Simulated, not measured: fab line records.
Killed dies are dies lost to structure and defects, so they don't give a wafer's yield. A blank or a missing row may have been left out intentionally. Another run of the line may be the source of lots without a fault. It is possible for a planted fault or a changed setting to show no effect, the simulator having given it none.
fab line records	flow nand-harc
record: lots: 24	wafers: 72	last-day: 24
route steps=1159 shown A_STAIRCASE@701 A_SGD_CUT@778 A_SLIT@794
lots with no fault: from the same line, run without faults
start-h: start of the lot's first displayed wafer, in hours after the record's first day	wait-h: hours since the lot's step before	" identical to the entry in the row above	L1.1+2: a single row standing in for several wafers	- no value, or no start was given	* or withheld: withheld	< > ~ a bound
route shown NAME@n: NAME is a module with steps in the file, n the number in the route of the first one	usual: mean/standard deviation of fault-free wafers	same: alike in all rows	chamber/n: place in a boat	sites: the reading at each site	_std_site: the values' standard deviation	_edge_site: mean of outer sites minus mean of inner sites	radius-mm: how far each site lies from the wafer's centre	mask NAME#n: copy n	behind: tool/chamber where the wafer was last shaped	hold: the reason the lot was held/the length of the hold in hours/how it ended	device: names the non-switching transistor (n, p or np)	end of line: tests run on the same wafers once the route is complete	for a step that has no rows: nothing shown but its recipe	killed: at the first sort, the dies lost to defects and structure; wafer yield is something else	map: a wafer's dies, x killed, . not, _ none there
set.NAME: the setting the step ran with; set.NAME@STEP: the setting that earlier step ran with	model.NAME: the simulator's own value behind a step, which no gauge read
the route's steps for a sample of lots (tables are steps, rows are wafers)
services: from which hour (start-h, from the record's first day; less than 0 if before it) a tool's chamber was out of use, for how many hours, and why
== steps ==
step: NHARC_A_STAIRCASE_DEP_417
recipe: target-thk-a: 600	step-coverage-pct: 20	temp-c: 400	target-thk-nm: 60	flow-sccm: 200	rf-w: 450	material: Si3N4
usual: heater-power-w: 729/68
lot.wafer	tool	chamber	start-h	wait-h	heater-power-w
L074.1	pecvd-02	2	267.77	-	749
L074.4	"	0	"	"	779
L074.6	"	2	"	"	740
L077.3	pecvd-01	0	280.38	-	618
L077.1	"	2	"	"	773
L077.6	"	1	"	"	691
L075.5	pecvd-03	0	281.09	-	706
L075.4	"	1	"	"	671
L075.6	"	2	"	"	629
L076.3	pecvd-02	0	286.74	-	777
L076.1	"	1	"	"	780
L076.6	"	2	"	"	711
L080.1	pecvd-01	1	290.45	-	682
L080.6	"	1	"	"	682
L080.5	"	2	"	"	897
L079.2	pecvd-01	1	291.92	-	753
L079.6	"	0	"	"	635
L079.4	"	1	"	"	770
L078.2	pecvd-01	2	293.93	-	851
L078.6	"	2	"	"	868
L078.4	"	0	"	"	651
L081.1	pecvd-01	2	298.05	-	800
L081.6	"	0	"	"	680
L081.4	"	1	"	"	741
L083.3	pecvd-02	1	316.61	-	768
L083.5	"	1	"	"	777
L083.4	"	2	"	"	675
L082.2	pecvd-02	1	318.25	-	709
L082.4	"	1	"	"	721
L082.6	"	2	"	"	705
L084.2	pecvd-03	1	324.86	-	737
L084.4	"	0	"	"	678
L084.5	"	1	"	"	727
L085.1	pecvd-02	0	325.34	-	899
L085.5	"	0	"	"	897
L085.6	"	1	"	"	674
L086.1	pecvd-03	0	337.03	-	747
L086.2	"	1	"	"	712
L086.4	"	1	"	"	704
L087.2	pecvd-03	2	337.78	-	611
L087.3	"	0	"	"	692
L087.6	"	2	"	"	610
L088.1	pecvd-03	1	345.90	-	759
L088.4	"	1	"	"	751
L088.5	"	2	"	"	690
L090.1	pecvd-02	1	352.96	-	727
L090.6	"	0	"	"	797
L090.4	"	1	"	"	714
L089.2	pecvd-03	1	355.57	-	725
L089.5	"	1	"	"	710
L089.4	"	2	"	"	630
L091.1	pecvd-02	1	365.32	-	694
L091.3	"	2	"	"	737
L091.6	"	2	"	"	732
L092.1	pecvd-02	1	367.23	-	798
L092.6	"	2	"	"	821
L092.4	"	1	"	"	807
L093.2	pecvd-02	1	373.39	-	735
L093.3	"	0	"	"	913
L093.6	"	2	"	"	811
L094.3	pecvd-03	0	383.68	-	679
L094.6	"	0	"	"	680
L094.5	"	2	"	"	721
L095.3	pecvd-02	1	386.84	-	747
L095.2	"	0	"	"	721
L095.5	"	0	"	"	767
L097.1	pecvd-03	0	386.98	-	732
L097.4	"	0	"	"	742
L097.6	"	1	"	"	738
L096.2	pecvd-03	0	392.63	-	694
L096.1	"	2	"	"	627
L096.4	"	0	"	"	694
step: NHARC_A_STAIRCASE_CMP_450
recipe: target-thk-nm: 200	material: SiO2
usual: motor-current-A: 11.8/1.1
lot.wafer	tool	chamber	start-h	wait-h	motor-current-A
L074.4	cmp-01	3	305.03	-	10.9
L074.1	"	2	"	"	9.9
L074.6	"	0	"	"	12.0
L077.3	cmp-01	1	322.29	-	10.6
L077.1	"	3	"	"	10.6
L077.6	"	1	"	"	10.8
L075.4	cmp-01	2	322.47	-	9.8
L075.6	"	3	"	"	11.4
L075.5	"	0	"	"	12.2
L076.3	cmp-03	2	328.84	-	11.4
L076.1	"	0	"	"	12.8
L076.6	"	1	"	"	13.2
L079.2	cmp-01	2	328.93	-	10.5
L079.4	"	0	"	"	12.5
L079.6	"	1	"	"	10.8
L080.1	cmp-03	1	333.68	-	13.8
L080.6	"	3	"	"	12.4
L080.5	"	0	"	"	12.9
L078.2	cmp-02	0	333.92	-	12.0
L078.4	"	2	"	"	11.8
L078.6	"	3	"	"	12.7
L081.4	cmp-03	0	341.38	-	12.6
L081.1	"	2	"	"	10.3
L081.6	"	0	"	"	12.7
L083.4	cmp-01	1	357.39	-	10.6
L083.3	"	0	"	"	12.7
L083.5	"	2	"	"	10.2
L082.4	cmp-02	2	357.65	-	11.1
L082.2	"	0	"	"	11.8
L082.6	"	2	"	"	12.0
L085.1	cmp-01	0	370.74	-	12.0
L085.5	"	1	"	"	11.0
L085.6	"	2	"	"	9.9
L084.2	cmp-03	3	370.90	-	13.1
L084.4	"	1	"	"	13.6
L084.5	"	2	"	"	10.3
L087.3	cmp-02	3	383.32	-	12.5
L087.2	"	0	"	"	12.3
L087.6	"	2	"	"	11.6
L086.4	cmp-01	2	383.58	-	9.9
L086.2	"	3	"	"	11.0
L086.1	"	1	"	"	10.3
L088.1	cmp-03	2	383.75	-	11.0
L088.4	"	0	"	"	12.6
L088.5	"	1	"	"	13.9
L090.4	cmp-02	1	394.04	-	12.7
L090.1	"	0	"	"	12.0
L090.6	"	1	"	"	12.6
L089.4	cmp-02	2	394.25	-	11.7
L089.2	"	3	"	"	12.4
L089.5	"	1	"	"	12.4
L092.1	cmp-01	1	408.07	-	10.9
L092.4	"	2	"	"	10.3
L092.6	"	0	"	"	12.6
L091.3	cmp-02	0	408.28	-	11.7
L091.1	"	3	"	"	12.4
L091.6	"	1	"	"	12.8
L093.2	cmp-02	0	411.12	-	13.0
L093.3	"	3	"	"	13.1
L093.6	"	0	"	"	12.1
L097.1	cmp-03	3	428.58	-	12.5
L097.4	"	0	"	"	12.3
L097.6	"	2	"	"	10.9
L095.3	cmp-01	0	428.72	-	12.4
L095.2	"	2	"	"	9.6
L095.5	"	3	"	"	10.7
L094.3	cmp-02	0	428.86	-	11.2
L094.6	"	3	"	"	12.8
L094.5	"	0	"	"	12.1
L096.2	cmp-01	0	440.76	-	11.6
L096.4	"	1	"	"	11.0
L096.1	"	3	"	"	11.2
step: NHARC_A_STAIRCASE_ETCHBACK_422
recipe: target-depth-a: 400	over-etch-frac: 0.3	time-s: 74.286	ion-energy-ev: 120	ch3f-flow-sccm: 50	o2-flow-sccm: 30	ar-flow-sccm: 200	rf-w: 500	bias-w: 100	chemistry: CH3F/O2
usual: drypump-motor-current-A: 5.4/0.55	mfc-ar-sccm: 200.0/0.56	oes-product-au: 0.95/0.039	rf-vpp-V: 244.9/1.7	showerhead-plenum-p-Torr: 2.50/0.11	throttle-valve-pct: 20.662/0.0092
same: time-s: 74.286
lot.wafer	tool	chamber	start-h	wait-h	drypump-motor-current-A	mfc-ar-sccm	oes-product-au	rf-hours-counter-h	rf-vpp-V	showerhead-plenum-p-Torr	throttle-valve-pct
L074.1	rie-diel-07	0	305.57	0.1	4.8	200.3	0.92	24	246.9	2.65	20.665
L074.4	"	3	"	"	5.7	200.2	0.92	23	243.5	2.31	20.678
L074.6	"	1	"	"	4.8	200.1	0.92	-	245.4	2.49	20.647
L077.3	rie-diel-07	2	322.82	0.1	5.1	200.1	0.92	32	245.0	2.47	20.650
L077.1	"	3	"	"	5.8	200.6	0.92	30	241.9	2.31	20.659
L077.6	"	2	"	"	5.1	200.7	0.91	-	244.4	2.47	20.672
L075.4	rie-diel-08	3	323.00	0.2	6.3	200.3	1.00	6	246.1	2.52	20.670
L075.6	"	1	"	"	6.4	199.6	1.00	-	245.0	2.52	20.648
L075.5	"	2	"	"	6.3	199.9	1.01	-	241.8	2.30	20.668
L076.1	rie-diel-07	2	329.36	0.1	5.1	200.6	0.92	36	244.1	2.47	20.670
L076.3	"	0	"	"	4.7	199.6	0.92	33	245.7	2.65	20.669
L076.6	"	3	"	"	5.8	200.3	0.93	-	241.8	2.30	20.653
L079.2	rie-diel-08	3	329.46	0.1	6.3	199.7	1.00	8	246.0	2.52	20.668
L079.4	"	2	"	"	6.3	200.2	1.01	10	242.1	2.30	20.667
L079.6	"	0	"	"	6.0	199.1	1.00	-	244.7	2.54	20.646
L080.1	rie-diel-07	2	334.27	0.2	5.1	201.0	0.92	39	243.1	2.47	20.674
L080.5	"	0	"	"	4.8	199.1	0.92	-	246.3	2.65	20.648
L080.6	"	1	"	"	4.8	200.4	0.91	-	245.3	2.49	20.667
L078.2	rie-diel-07	2	334.44	0.1	5.1	200.7	1.00	40	245.9	2.47	20.668
L078.4	"	1	"	"	4.8	199.8	0.99	39	245.7	2.49	20.660
L078.6	"	3	"	"	5.7	200.0	1.01	-	241.8	2.30	20.651
L081.4	rie-diel-07	2	341.96	0.1	5.1	199.9	0.92	43	244.8	2.47	20.681
L081.1	"	3	"	"	5.8	199.3	0.92	40	242.9	2.30	20.671
L081.6	"	2	"	"	5.1	199.2	0.92	-	244.1	2.47	20.656
L083.3	rie-diel-02	0	357.92	0.1	5.7	199.2	0.99	6	247.5	2.63	20.654
L083.4	"	3	"	"	5.4	200.5	0.99	4	248.4	2.66	20.665
L083.5	"	0	"	"	5.7	198.5	0.99	-	246.8	2.63	20.668
L082.4	rie-diel-02	2	358.20	0.2	6.2	200.8	0.99	6	244.3	2.48	20.663
L082.2	"	3	"	"	5.4	200.4	0.99	5	246.6	2.66	20.675
L082.6	"	1	"	"	5.3	199.4	0.99	-	245.8	2.52	20.661
L085.1	rie-diel-07	1	371.28	0.2	4.8	199.6	0.99	52	243.1	2.48	20.673
L085.6	"	2	"	"	5.0	200.4	0.99	-	243.6	2.46	20.650
L085.5	"	3	"	"	5.8	200.7	0.99	-	243.9	2.30	20.665
L084.2	rie-diel-08	3	371.43	0.1	6.3	200.5	0.93	24	244.4	2.52	20.668
L084.4	"	0	"	"	6.0	199.8	0.92	22	245.0	2.54	20.658
L084.5	"	0	"	"	6.0	200.1	0.92	-	245.8	2.53	20.657
L087.2	rie-diel-07	2	383.92	0.2	5.0	200.9	0.92	57	244.2	2.46	20.658
L087.3	"	0	"	"	4.7	199.4	0.93	54	247.0	2.64	20.652
L087.6	"	1	"	"	4.8	200.4	0.91	-	244.5	2.48	20.664
L086.1	rie-diel-07	3	384.12	0.1	5.8	200.5	1.00	54	240.8	2.30	20.681
L086.2	"	1	"	"	4.8	199.9	0.99	57	244.7	2.48	20.659
L086.4	"	2	"	"	5.0	199.5	1.00	57	244.7	2.46	20.683
L088.1	rie-diel-07	3	384.31	0.2	5.7	200.3	0.92	54	242.8	2.30	20.664
L088.4	"	0	"	"	4.7	200.6	0.92	54	248.6	2.64	20.673
L088.5	"	2	"	"	5.1	199.9	0.92	-	245.0	2.46	20.651
L090.1	rie-diel-02	0	394.58	0.1	5.7	200.2	0.92	20	246.7	2.62	20.670
L090.4	"	2	"	"	6.3	201.1	0.92	18	243.9	2.47	20.651
L090.6	"	1	"	"	5.3	200.4	0.92	-	244.5	2.51	20.655
L089.4	rie-diel-07	0	394.77	0.1	4.8	200.6	0.93	56	247.0	2.64	20.663
L089.2	"	2	"	"	5.0	200.1	0.92	59	243.8	2.46	20.666
L089.5	"	0	"	"	4.7	199.5	0.93	-	248.1	2.64	20.674
L092.1	rie-diel-02	1	408.63	0.2	5.3	199.0	0.92	22	244.4	2.51	20.667
L092.4	"	2	"	"	6.3	199.7	0.91	23	244.1	2.47	20.659
L092.6	"	0	"	"	5.7	199.2	0.91	-	246.0	2.62	20.680
L091.1	rie-diel-02	1	408.83	0.1	5.3	199.4	0.91	22	245.8	2.51	20.654
L091.3	"	2	"	"	6.3	199.2	0.91	23	244.1	2.47	20.646
L091.6	"	0	"	"	5.7	198.4	0.92	-	246.5	2.62	20.649
L093.3	rie-diel-02	3	411.71	0.2	5.4	200.8	0.93	24	246.4	2.65	20.661
L093.2	"	0	"	"	5.7	199.8	0.92	24	245.6	2.62	20.653
L093.6	"	2	"	"	6.3	200.2	0.91	-	243.9	2.47	20.680
L097.4	rie-diel-02	3	429.13	0.1	5.4	199.8	1.01	32	246.7	2.65	20.669
L097.1	"	0	"	"	5.7	199.3	1.01	30	246.5	2.62	20.653
L097.6	"	2	"	"	6.2	199.6	1.00	-	243.7	2.47	20.658
L095.2	rie-diel-07	2	429.24	0.1	5.1	199.5	1.00	6	243.7	2.46	20.669
L095.3	"	1	"	"	4.8	199.7	1.01	7	244.2	2.48	20.657
L095.5	"	3	"	"	5.8	200.5	1.00	-	241.7	2.29	20.656
L094.3	rie-diel-02	1	429.40	0.2	5.3	200.6	0.92	28	244.3	2.51	20.667
L094.6	"	1	"	"	5.3	200.9	0.92	-	244.7	2.51	20.673
L094.5	"	2	"	"	6.2	200.4	0.91	-	244.6	2.47	20.664
L096.4	rie-diel-02	2	441.29	0.1	6.2	200.7	0.99	36	244.8	2.47	20.657
L096.1	"	3	"	"	5.4	199.4	1.00	38	247.1	2.65	20.667
L096.2	"	1	"	"	5.2	200.1	1.00	34	244.7	2.51	20.652
step: NHARC_A_STAIRCASE_CMP_472
recipe: material: SiO2
usual: motor-current-A: 11.9/1.1
lot.wafer	tool	chamber	start-h	wait-h	motor-current-A
L074.4	cmp-02	3	306.47	0.1	12.8
L074.1	"	2	"	"	12.5
L074.6	"	3	"	"	13.2
L077.1	cmp-02	0	323.73	0.2	12.1
L077.3	"	3	"	"	12.5
L077.6	"	1	"	"	12.8
L075.4	cmp-01	3	323.98	0.2	11.1
L075.6	"	0	"	"	13.7
L075.5	"	1	"	"	10.7
L076.1	cmp-02	2	330.35	0.2	11.9
L076.3	"	0	"	"	12.5
L076.6	"	2	"	"	11.7
L079.2	cmp-03	0	330.52	0.3	12.6
L079.4	"	1	"	"	13.1
L079.6	"	0	"	"	13.0
L078.4	cmp-03	3	335.65	0.1	12.2
L078.2	"	1	"	"	13.4
L078.6	"	3	"	"	12.7
L080.1	cmp-01	0	335.87	0.2	12.2
L080.5	"	2	"	"	9.9
L080.6	"	3	"	"	11.0
L081.1	cmp-02	3	342.89	0.2	13.5
L081.4	"	0	"	"	12.3
L081.6	"	2	"	"	11.5
L083.3	cmp-01	2	358.86	0.2	10.7
L083.4	"	3	"	"	10.8
L083.5	"	2	"	"	10.1
L082.2	cmp-01	0	359.11	0.2	12.1
L082.4	"	3	"	"	10.9
L082.6	"	0	"	"	12.5
L085.1	cmp-01	1	372.31	0.3	10.8
L085.5	"	0	"	"	12.2
L085.6	"	1	"	"	10.9
L084.4	cmp-03	1	372.35	0.1	13.7
L084.2	"	2	"	"	10.9
L084.5	"	2	"	"	10.9
L087.2	cmp-01	3	385.00	0.2	11.3
L087.3	"	0	"	"	12.7
L087.6	"	3	"	"	10.9
L086.2	cmp-03	0	385.09	0.2	12.8
L086.4	"	1	"	"	13.3
L086.1	"	3	"	"	12.5
L088.1	cmp-03	0	385.66	0.3	12.8
L088.4	"	1	"	"	12.7
L088.5	"	0	"	"	12.7
L090.1	cmp-01	3	395.52	0.2	10.9
L090.4	"	0	"	"	12.1
L090.6	"	3	"	"	11.3
L089.4	cmp-02	3	395.71	0.2	13.3
L089.2	"	0	"	"	12.6
L089.5	"	3	"	"	14.2
L092.1	cmp-03	3	409.69	0.2	12.9
L092.4	"	1	"	"	13.4
L092.6	"	2	"	"	10.5
L091.1	cmp-02	1	409.77	0.3	13.2
L091.3	"	3	"	"	13.9
L091.6	"	1	"	"	12.4
L093.3	cmp-02	0	412.61	0.2	12.5
L093.2	"	3	"	"	13.4
L093.6	"	1	"	"	12.4
L097.1	cmp-01	1	430.17	0.2	10.4
L097.4	"	3	"	"	11.4
L097.6	"	2	"	"	10.8
L095.2	cmp-01	1	430.39	0.3	11.9
L095.3	"	2	"	"	10.0
L095.5	"	0	"	"	12.0
L094.3	cmp-03	0	430.43	0.3	12.3
L094.6	"	1	"	"	13.6
L094.5	"	2	"	"	11.0
L096.4	cmp-01	3	442.23	0.2	10.9
L096.1	"	0	"	"	12.9
L096.2	"	1	"	"	10.5
step: NHARC_A_SGD_CUT_INSPECT_25
usual: raw-defect-count: 317/110
lot.wafer	tool	chamber	start-h	wait-h	raw-defect-count
L074.1	defect-inspect-01	-	315.81	-	291
L074.4	"	-	"	"	337
L074.6	"	-	"	"	278
L075.4	defect-inspect-02	-	334.29	-	195
L075.5	"	-	"	"	319
L075.6	"	-	"	"	230
L077.1	defect-inspect-01	-	334.29	-	302
L077.3	"	-	"	"	263
L077.6	"	-	"	"	332
L076.1	defect-inspect-01	-	337.88	-	390
L076.3	"	-	"	"	280
L076.6	"	-	"	"	249
L079.2	defect-inspect-01	-	337.92	-	230
L079.4	"	-	"	"	331
L079.6	"	-	"	"	271
L078.2	defect-inspect-01	-	345.27	-	282
L078.4	"	-	"	"	245
L078.6	"	-	"	"	356
L080.1	defect-inspect-02	-	345.27	-	216
L080.5	"	-	"	"	241
L080.6	"	-	"	"	285
L081.1	defect-inspect-02	-	350.49	-	350
L081.4	"	-	"	"	325
L081.6	"	-	"	"	238
L083.3	defect-inspect-02	-	366.24	-	210
L083.4	"	-	"	"	252
L083.5	"	-	"	"	222
L082.2	defect-inspect-01	-	366.29	-	368
L082.4	"	-	"	"	395
L082.6	"	-	"	"	486
L085.1	defect-inspect-01	-	383.40	-	229
L085.5	"	-	"	"	214
L085.6	"	-	"	"	229
L084.2	defect-inspect-02	-	383.42	-	179
L084.4	"	-	"	"	252
L084.5	"	-	"	"	312
L086.1	defect-inspect-01	-	392.53	-	218
L086.2	"	-	"	"	413
L086.4	"	-	"	"	318
L087.2	defect-inspect-02	-	392.54	-	289
L087.3	"	-	"	"	390
L087.6	"	-	"	"	281
L088.1	defect-inspect-01	-	392.55	-	404
L088.4	"	-	"	"	486
L088.5	"	-	"	"	473
L089.2	defect-inspect-01	-	403.27	-	241
L089.4	"	-	"	"	245
L089.5	"	-	"	"	304
L090.1	defect-inspect-02	-	403.27	-	493
L090.4	"	-	"	"	527
L090.6	"	-	"	"	496
L092.1	defect-inspect-01	-	417.44	-	478
L092.4	"	-	"	"	813
L092.6	"	-	"	"	715
L091.1	defect-inspect-02	-	417.44	-	235
L091.3	"	-	"	"	324
L091.6	"	-	"	"	270
L093.2	defect-inspect-01	-	417.49	-	201
L093.3	"	-	"	"	203
L093.6	"	-	"	"	182
L097.1	defect-inspect-01	-	437.52	-	525
L097.4	"	-	"	"	319
L097.6	"	-	"	"	412
L094.3	defect-inspect-02	-	437.52	-	243
L094.5	"	-	"	"	312
L094.6	"	-	"	"	317
L095.2	defect-inspect-01	-	437.56	-	218
L095.3	"	-	"	"	182
L095.5	"	-	"	"	199
L096.1	defect-inspect-01	-	450.49	-	318
L096.2	"	-	"	"	326
L096.4	"	-	"	"	396
step: NHARC_A_SLIT_ETCH_24
recipe: target-depth-a: 1210	time-s: 60.5	cf4-flow-sccm: 100	chf3-flow-sccm: 30	ar-flow-sccm: 0	rf-w: 500	bias-w: 200	chemistry: CF4/CHF3
usual: drypump-motor-current-A: 5.8/0.54	mfc-ar-sccm: 0.009/0.0091	oes-product-au: 0.960/0.018	rf-vpp-V: 369.6/2.3	showerhead-plenum-p-Torr: 1.55/0.063	throttle-valve-pct: 16.803/0.0082
same: time-s: 60.5
lot.wafer	tool	chamber	start-h	wait-h	drypump-motor-current-A	mfc-ar-sccm	oes-product-au	rf-hours-counter-h	rf-vpp-V	showerhead-plenum-p-Torr	throttle-valve-pct
L074.1	rie-diel-03	2	319.10	0.1	6.1	0	0.954	7	366.5	1.47	16.793
L074.4	"	0	"	"	5.8	0	0.957	-	368.9	1.52	16.802
L074.6	"	2	"	"	6.1	0	0.962	-	366.1	1.47	16.800
L075.4	rie-diel-05	3	337.63	0.1	6.1	0.019	0.967	8	369.9	1.58	16.812
L075.6	"	2	"	"	6.6	0.007	0.966	-	371.8	1.64	16.795
L075.5	"	3	"	"	6.1	0.019	0.980	-	371.6	1.58	16.794
L077.3	rie-diel-01	0	337.83	0.1	6.3	0.002	0.965	0	372.2	1.62	16.814
L077.1	"	1	"	"	5.5	0	0.975	0	369.3	1.56	16.815
L077.6	"	0	"	"	6.3	0.002	0.978	-	372.5	1.62	16.796
L076.3	rie-diel-03	1	341.54	0.1	5.3	0	0.959	8	368.2	1.49	16.799
L076.1	"	3	"	"	5.9	0.017	0.964	9	368.4	1.54	16.800
L076.6	"	1	"	"	5.3	0	0.971	-	369.9	1.49	16.798
L079.2	rie-diel-01	3	341.79	0.1	6.7	0.014	0.980	1	368.2	1.48	16.800
L079.4	"	1	"	"	5.5	0	0.973	1	370.0	1.56	16.801
L079.6	"	2	"	"	5.3	0.017	0.973	-	373.9	1.67	16.803
L078.2	rie-diel-03	1	348.51	0.1	5.3	0	0.934	9	368.3	1.49	16.786
L078.6	"	3	"	"	5.9	0.017	0.940	-	370.1	1.54	16.813
L078.4	"	0	"	"	5.8	0	0.943	-	368.6	1.52	16.811
L080.1	rie-diel-01	3	348.90	0.1	6.7	0.014	0.925	2	366.5	1.48	16.793
L080.6	"	0	"	"	6.3	0.002	0.925	-	370.5	1.62	16.818
L080.5	"	1	"	"	5.5	0	0.924	-	369.5	1.56	16.802
L081.4	rie-diel-03	3	356.64	0.1	5.9	0.017	0.969	11	369.8	1.54	16.809
L081.1	"	0	"	"	5.8	0	0.963	10	368.6	1.52	16.808
L081.6	"	3	"	"	5.9	0.017	0.971	-	368.4	1.54	16.799
L083.4	rie-diel-05	2	369.59	0.1	6.5	0.007	0.953	1	372.5	1.64	16.804
L083.3	"	3	"	"	6.1	0.019	0.973	1	371.3	1.58	16.813
L083.5	"	3	"	"	6.1	0.019	0.960	-	371.7	1.58	16.808
L082.4	rie-diel-01	0	369.87	0.1	6.3	0.002	0.971	4	372.5	1.62	16.806
L082.2	"	2	"	"	5.3	0.017	0.988	3	373.5	1.67	16.805
L082.6	"	1	"	"	5.5	0	0.979	-	368.9	1.56	16.802
L085.1	rie-diel-03	0	386.75	0.1	5.8	0	0.934	12	367.1	1.52	16.799
L085.6	"	1	"	"	5.4	0	0.927	-	368.2	1.49	16.816
L085.5	"	2	"	"	6.1	0	0.929	-	366.4	1.47	16.815
L084.2	rie-diel-01	1	387.06	0.1	5.5	0	0.955	4	370.0	1.56	16.815
L084.4	"	3	"	"	6.7	0.014	0.974	5	368.6	1.48	16.792
L084.5	"	1	"	"	5.4	0	0.963	-	370.0	1.56	16.797
L086.2	rie-diel-05	0	395.78	0.1	4.9	0	0.953	1	370.0	1.50	16.798
L086.1	"	1	"	"	5.1	0.028	0.965	2	366.8	1.48	16.800
L086.4	"	0	"	"	4.9	0	0.957	-	368.0	1.50	16.810
L087.3	rie-diel-05	0	396.47	0.1	4.9	0	0.947	2	367.8	1.50	16.802
L087.2	"	1	"	"	5.1	0.028	0.951	2	367.6	1.48	16.801
L087.6	"	1	"	"	5.1	0.028	0.960	-	366.5	1.48	16.800
L088.4	rie-diel-01	3	396.47	0.1	6.7	0.014	0.936	6	366.1	1.47	16.814
L088.1	"	2	"	"	5.3	0.017	0.938	6	374.6	1.67	16.801
L088.5	"	0	"	"	6.3	0.002	0.942	-	372.3	1.62	16.796
L089.2	rie-diel-05	2	406.97	0.1	6.6	0.007	0.958	2	373.6	1.64	16.805
L089.4	"	0	"	"	4.9	0	0.959	3	367.7	1.50	16.802
L089.5	"	2	"	"	6.6	0.007	0.950	-	372.1	1.64	16.809
L090.1	rie-diel-01	3	407.27	0.1	6.7	0.014	0.976	7	366.5	1.47	16.792
L090.4	"	1	"	"	5.5	0	0.948	6	369.9	1.56	16.814
L090.6	"	0	"	"	6.3	0.002	0.972	-	372.6	1.62	16.797
L092.4	rie-diel-05	3	421.96	0.1	6.1	0.019	0.970	5	370.3	1.58	16.794
L092.1	"	1	"	"	5.1	0.028	0.951	4	366.2	1.48	16.807
L092.6	"	3	"	"	6.1	0.019	0.964	-	369.5	1.58	16.805
L091.1	rie-diel-03	3	422.42	0.1	5.9	0.017	0.969	1	369.8	1.54	16.798
L091.3	"	1	"	"	5.3	0	0.983	1	365.7	1.49	16.808
L091.6	"	3	"	"	5.9	0.017	0.977	-	368.0	1.54	16.818
L093.3	rie-diel-05	3	423.97	0.1	6.1	0.019	0.923	5	371.0	1.58	16.813
L093.2	"	1	"	"	5.1	0.028	0.914	5	367.0	1.48	16.799
L093.6	"	0	"	"	4.9	0	0.919	-	367.4	1.50	16.805
L097.1	rie-diel-05	0	440.86	0.1	4.9	0	0.963	5	368.0	1.50	16.793
L097.4	"	1	"	"	5.1	0.028	0.965	6	366.8	1.48	16.811
L097.6	"	2	"	"	6.6	0.007	0.970	-	371.9	1.64	16.795
L094.3	rie-diel-03	0	441.31	0.1	5.8	0	0.988	1	369.3	1.52	16.797
L094.6	"	1	"	"	5.4	0	0.962	-	366.1	1.49	16.787
L094.5	"	2	"	"	6.1	0	0.968	-	369.0	1.47	16.794
L095.2	rie-diel-01	3	442.78	0.1	6.7	0.014	0.987	11	365.9	1.47	16.814
L095.3	"	2	"	"	5.3	0.017	0.959	9	374.1	1.67	16.814
L095.5	"	3	"	"	6.7	0.014	0.980	-	367.4	1.47	16.814
L096.4	rie-diel-03	3	455.64	0.1	5.9	0.017	0.952	2	369.9	1.53	16.802
L096.1	"	1	"	"	5.3	0	0.961	3	368.0	1.49	16.806
L096.2	"	2	"	"	6.1	0	0.954	2	367.1	1.47	16.805
== services ==
tool	chamber	start-h	hours	kind
cmp-02	-	251.05	7.4	repair
rie-diel-02	2	253.28	25.0	repair
cmp-03	-	254.00	4.0	pm
pecvd-02	1	262.67	10.2	repair
cmp-02	-	265.39	3.0	repair
pecvd-03	-	276.12	1.2	repair
cmp-01	-	277.65	4.0	pm
cmp-02	-	288.68	11.0	repair
pecvd-03	-	292.25	13.0	pm
cmp-01	-	306.47	0.4	repair
cmp-02	-	321.31	2.2	repair
cmp-02	-	324.71	4.0	pm
pecvd-02	-	334.07	13.0	pm
cmp-03	-	352.00	4.0	pm
cmp-02	-	358.01	1.1	repair
rie-diel-07	1	371.43	2.3	repair
cmp-01	-	375.65	4.0	pm
cmp-02	-	389.05	1.1	repair
rie-diel-07	-	406.41	9.0	pm
cmp-01	-	412.07	3.7	repair
cmp-02	-	422.71	4.0	pm
cmp-03	-	442.01	0.3	repair
cmp-03	-	450.09	4.0	pm
cmp-02	-	450.83	1.1	repair
== key ==
fault none
